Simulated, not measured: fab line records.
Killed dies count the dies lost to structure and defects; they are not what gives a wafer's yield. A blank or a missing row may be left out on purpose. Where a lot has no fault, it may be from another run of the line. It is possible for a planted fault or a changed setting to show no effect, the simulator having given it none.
Split-lot trial + flow n5_finfet + 7 lots, 21 wafers read, on a route of 1938 steps

SPLIT DETAILS
At N5_BEOL_M4_ETCH_64 (etches SOC in N2/H2, target depth 75 nm, overetch 22.5 nm, time 121.9 s), the setting bias_w was moved away from the recipe's 150 W on 9 of the 21 wafers read, by -17.3% to +17.7%. For the rest of the wafers, this setting stayed at what the recipe calls for.

Reading taken at the split's own step.

THE READING
rf_vpp_V, in V, at N5_BEOL_M4_ETCH_64 (etches SOC in N2/H2, target depth 75 nm, overetch 22.5 nm, time 121.9 s). A value of 524.6 V with a standard deviation of 2.5 V is what fault-free wafers of this fab line usually give.

| wafer  | tool, chamber at the split | bias_w as run, W | against the recipe | rf_vpp_V, V | against lot-mates on the recipe |
|--------|----------------------------|------------------|--------------------|-------------|---------------------------------|
| L074.2 | rie_diel-06, 3             | 150              | recipe             | 528.9       | -                               |
| L074.3 | rie_diel-06, 0             | 150              | recipe             | 527.8       | -                               |
| L074.4 | rie_diel-06, 1             | 150              | recipe             | 526.4       | -                               |
| L079.3 | rie_diel-01, 1             | 150              | recipe             | 521.8       | -                               |
| L079.4 | rie_diel-01, 0             | 150              | recipe             | 523.8       | -                               |
| L079.5 | rie_diel-01, 1             | 150              | recipe             | 521.9       | -                               |
| L081.1 | rie_diel-06, 0             | 124              | -17.3%             | 467.8       | -56.3                           |
| L081.3 | rie_diel-06, 3             | 150              | recipe             | 528.0       | -                               |
| L081.5 | rie_diel-06, 2             | 150              | recipe             | 520.2       | -                               |
| L082.1 | rie_diel-03, 2             | 150              | recipe             | 520.8       | -                               |
| L082.2 | rie_diel-03, 3             | 176.6            | +17.7%             | 584.2       | +63.4                           |
| L082.4 | rie_diel-03, 0             | 176.6            | +17.7%             | 583.0       | +62.2                           |
| L083.2 | rie_diel-06, 3             | 150              | recipe             | 528.3       | -                               |
| L083.4 | rie_diel-06, 0             | 170.3            | +13.5%             | 570.9       | +42.6                           |
| L083.5 | rie_diel-06, 1             | 170.3            | +13.5%             | 566.7       | +38.4                           |
| L087.2 | rie_diel-01, 0             | 125.9            | -16.1%             | 469.9       | -51.5                           |
| L087.4 | rie_diel-01, 1             | 150              | recipe             | 521.4       | -                               |
| L087.5 | rie_diel-01, 2             | 125.9            | -16.1%             | 468.7       | -52.7                           |
| L097.1 | rie_diel-06, 1             | 124.2            | -17.2%             | 465.7       | -62.2                           |
| L097.3 | rie_diel-06, 3             | 150              | recipe             | 527.9       | -                               |
| L097.6 | rie_diel-06, 1             | 124.2            | -17.2%             | 465.6       | -62.3                           |

THE FIT
A straight line over all 21 wafers: rf_vpp_V changes by +3.36 V for each +1% of bias_w; r = +1.00; the points scatter about the line by 2.8 V.
The same after taking each lot's own level away (the mean of its wafers on the recipe; 21 wafers): +3.37 V for each +1%; r = +1.00; scatter 2.9 V.
According to that fit, moving bias_w by its largest amount changes the reading by 60 V.
Measured against the standard deviation above, the lots' own levels, which go from 520.80 to 528.30 V, span 3.0 times it.
The two slopes are in agreement: the lot-to-lot level therefore moves the slope only a little.
Check: +58.6 V against its lot-mates is what the line predicts for one of the wafers moved furthest among these (+17.7%) when that wafer is left out of the fit. It came out at +63.4 V against them.
Tool readings at the split's step, against how far the setting was moved: rf_vpp_V r = +1.00.

OTHER SPLITS APPLIED TO THESE WAFERS
Other splits were also applied to these wafers ahead of the reading. Each is held against what the fit with the lots' levels taken away leaves over:
| other split on the same wafers           | wafers away from the commonest value | r with rf_vpp_V (lot level and that fit taken away) |
|------------------------------------------|--------------------------------------|-----------------------------------------------------|
| N5_MOL_CONTACT_COAG_CVD_140 target_thk_a | 6                                    | +0.04                                               |
| N5_BEOL_M0_SAQP_PECVD_03 time_s          | 4                                    | +0.04                                               |
| N5_BEOL_M0_ETCH_138 source_w             | 10                                   | +0.10                                               |
| N5_BEOL_M1_COAT_22 spin_rpm              | 8                                    | -0.23                                               |
| N5_BEOL_M2_EXPOSE_08 dose_mj             | 3                                    | +0.06                                               |
| N5_BEOL_M2_ETCH_64 source_w              | 5                                    | -0.50                                               |

THE WHOLE CHAIN: every reading that the file lists as answering this split, in the file's order
| step               | what it does                                                            | reading                                                                          | change (the file's fit)                | r (the file's) |
|--------------------|-------------------------------------------------------------------------|----------------------------------------------------------------------------------|----------------------------------------|----------------|
| N5_BEOL_M4_ETCH_64 | etches SOC in N2/H2, target depth 75 nm, overetch 22.5 nm, time 121.9 s | rf_vpp_V                                                                         | +3.36 V for each +1% of the setting    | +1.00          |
| N5_BEOL_M4_ETCH_64 | etches SOC in N2/H2, target depth 75 nm, overetch 22.5 nm, time 121.9 s | SiARC_of_BEOL_M4_COAT_62.thk_nm (the simulator's own value, which no gauge read) | -0.0688 nm for each +1% of the setting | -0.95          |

FILE'S OWN FIT
rf_vpp_V changes by +3.36 V for each +1% of bias_w, r = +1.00.
